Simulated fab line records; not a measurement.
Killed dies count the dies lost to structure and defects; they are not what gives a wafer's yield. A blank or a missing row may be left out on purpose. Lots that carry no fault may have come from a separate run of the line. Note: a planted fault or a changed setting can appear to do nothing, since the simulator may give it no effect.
Comparing a struck lot with a sound one ; flow n5-finfet ; 29 out of 1938 route steps
Sound: these wafers, L252.1, L252.3, L252.4. Struck: wafer L242.2 (L242.4, L242.5, from the same lot, were not struck and are left out); the cause is given at the end.
At each step with rows: each side's tool, then ch and its chambers, then its first start. Under that, the readings that differ: sound wafers ; struck wafers ; difference of the means ; sigmas: that difference in standard deviations of wafers without a fault.
alike: readings whose means differ by less than 2 such deviations, and words and numbers that are the same on both sides. not compared: withheld readings, readings that some wafer has no value for, bounds like >300 that may hide the same value, and numbers for which the record gives no deviation and whose values overlap.
Wherever a step has rows on one side only, a row that says differs or no value, or a row with sigmas, the two part there. Numbers that have no deviation but don't overlap get no sigmas and don't part them. A reading that every wafer of one side lacks parts them only if that side has two wafers or more.

first, 9 steps without rows for these wafers: N5_BEOL_M15_COAT_22 (resist thk 800 nm); N5_BEOL_M15_EBR_24; N5_BEOL_M15_SOFTBAKE_23 (time 60 s); N5_BEOL_M15_EXPOSE_25 (exposes mask M15, target cd 400 nm); N5_BEOL_M15_PEB_26 (peb time 90 s); N5_BEOL_M15_DEVELOP_27 (develop time 45 s); N5_BEOL_M15_HARDBAKE_32 (time 120 s); N5_BEOL_M15_DESCUM_33 (chemistry O2, time 7.9 s); N5_BEOL_M15_ETCH_61 (etches BARC in N2/H2, target depth 89 nm, overetch 26.7 nm, time 67.9 s).
N5_BEOL_M15_TRENCH_ETCH_34: etches SiO2 in C4F8/O2/Ar, target depth 872.93 nm, time 199 s.
  sound on rie-diel-03 ch 1,2,3, day 17 01:05; struck on rie-diel-01 ch 1, day 14 19:33
reading;sound;struck;difference;sigmas
oes-product-au (a.u.);0.68 0.68 0.80;1.24;+0.52;+5
rf-hours-counter-h (h);232 227 97;43;-142;
rf-vpp-V (V);2179 2251 2236;2093;-129;-2
model.etch.depth-nm (nm);846.2 855.3 843.6;1454;+606;
model.coat_of_BEOL_M15_COAT_22.thk-nm (nm);550.8 547.6 552.6;428.6;-121.7;
model.BEOL_M15.cd-nm (nm);399.4 398 398.8;404.8;+6.1;
  alike: O2_flow_sccm, drypump-motor-current-A, oes_f_703_au, showerhead-plenum-p-Torr, throttle-valve-pct
then, 3 steps without rows for these wafers: N5_BEOL_M15_STRIP_36 (strips in O2); N5_BEOL_M15_STRIP_62 (strips in O2); N5_BEOL_M15_STRIP_37 (strips in O2).
N5_BEOL_M15_ETCH_38: etches SiCN in CF4/N2, target depth 106.4 nm, time 120.5 s.
  sound: rie-diel-03 ch 0,2,3; struck: rie-diel-01 ch 3
reading;sound;struck;difference;sigmas
oes-product-au (a.u.);0.80 0.69 0.69;0.94;+0.21;+2
rf-hours-counter-h (h);97 224 227;18;-165;
model.BEOL_M15.cd-nm (nm);399.4 398.2 399;404.8;+5.9;
  alike: drypump-motor-current-A, rf-vpp-V, showerhead-plenum-p-Torr, throttle-valve-pct
then, 9 steps without rows for these wafers: N5_BEOL_M15_PRECLEAN_39 (cleans in residue remover, time 60 s); N5_BEOL_M15_SRD_40 (time 30 s, dry time 30 s); N5_BEOL_M15_DEGAS_41 (time 60 s); N5_BEOL_M15_PRE_CLEAN_42 (time 30 s); N5_BEOL_M15_SPUTTER_43 (material TaN, target thk 15 nm, time 24.19 s); N5_BEOL_M15_SPUTTER_44 (material Ta, target thk 15 nm, time 24.19 s); N5_BEOL_M15_SPUTTER_45 (material Cu, target thk 100 nm, time 16.67 s); N5_BEOL_M15_ECD_47 (material Cu, target thk 1860 nm); N5_BEOL_M15_ANNEAL_48 (time 90 s).
N5_BEOL_M15_CMP_49: polishes, stops on SiO2, t overpolish 4.9 s, target thk 850 nm.
  sound on cmp-01 ch 0,2,3, day 17 03:17; struck on cmp-01 ch 2, day 14 21:50
reading;sound;struck;difference;sigmas
model.Cu_of_BEOL_M15_ECD_47.thk-nm (nm);821.4 830.6 818.2;1430;+607;
  alike: edge-zone-pressure-frac, motor-current-A, platen-rpm
N5_BEOL_M15_THK_MEAS_50: measures by xrf.
  sound on film-metro-01 at day 17 03:35; struck on film-metro-01 at day 14 22:08
reading;sound;struck;difference;sigmas
M15_THK (nm);818 823 811;1430;+613;+27
then, 2 steps without rows for these wafers: N5_BEOL_M15_PRE_CLEAN_52 (time 15 s); N5_BEOL_M15_DEP_53 (deposits SiCN from 3MS/NH3, target thk 50 nm, time 17.8 s).
N5_BEOL_M15_RS_MEAS_54: uses a four-point probe to measure.
  sound on film-metro-02 at day 17 03:43; struck on film-metro-02 at day 14 22:16
reading;sound;struck;difference;sigmas
M15_RS (ohm/sq);0.0223 0.0221 0.0224;0.0127;-0.0096;-19
N5_PASSIVATION_PROBE_49:
  record: rows for the struck wafers here (prober-02, day 15 13:52), none for the sound ones

WHERE THEY PART
At N5_BEOL_M15_TRENCH_ETCH_34 first; at N5_PASSIVATION_PROBE_49 last (within this record only).

WHY: what the simulator had put in
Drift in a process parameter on rie-diel-01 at N5_BEOL_M15_TRENCH_ETCH_34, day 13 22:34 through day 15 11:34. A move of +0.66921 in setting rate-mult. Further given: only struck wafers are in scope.
